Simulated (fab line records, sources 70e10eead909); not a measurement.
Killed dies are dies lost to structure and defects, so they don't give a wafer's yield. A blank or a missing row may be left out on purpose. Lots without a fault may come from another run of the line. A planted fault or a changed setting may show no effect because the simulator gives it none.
Chamber matching | flow nand_harc | NHARC_A_WL_FILL_ALD_10 on ald_hk-03: 4 sister chambers
The step deposits SiO2, target thk 50 nm, pulse time 10 s, ald cycles 500. 4 wafers are shown with their chamber, then 8 later ones without.

WAFERS WITH THEIR CHAMBER
wafer  | chamber | heater_power_w (W)
L086.4 | 3       | 463
L086.5 | 1       | 404
L089.6 | 2       | 493
L092.4 | 0       | 525

WAFERS WITHOUT THEIR CHAMBER
wafer  | heater_power_w (W)
L092.5 | 467
L092.6 | 459
L095.1 | 464
L095.2 | 400
L095.4 | 468
L096.2 | 459
L096.4 | 417
L096.6 | 507

WHICH CHAMBER EACH WENT THROUGH
wafer  | from the rows above     | in truth
L092.5 | 3                       | 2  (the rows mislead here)
L092.6 | 3                       | 3
L095.1 | 3                       | 3
L095.2 | 1                       | 1
L095.4 | 3                       | 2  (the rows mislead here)
L096.2 | 3                       | 3
L096.4 | 1                       | 1
L096.6 | can't be placed: 2 or 0 | 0
Placed correctly: 5 of 8. Can't be placed from these rows: 1 (the true chamber is among the candidates in 1). Placed wrongly: 2.
How it was worked out, from the rows above alone: a wafer's distance from a chamber is the root of the sum, over the readings, of the square of ((its reading less the chamber's mean) divided by the reading's scatter). The wafer belongs to the nearest chamber; if the next one is less than 2 further off, it can't be placed. A chamber's mean is the mean of its shown wafers. The scatter: with one shown wafer a chamber, the root of the mean of the squares of how far each hidden wafer lies from its nearest shown one.
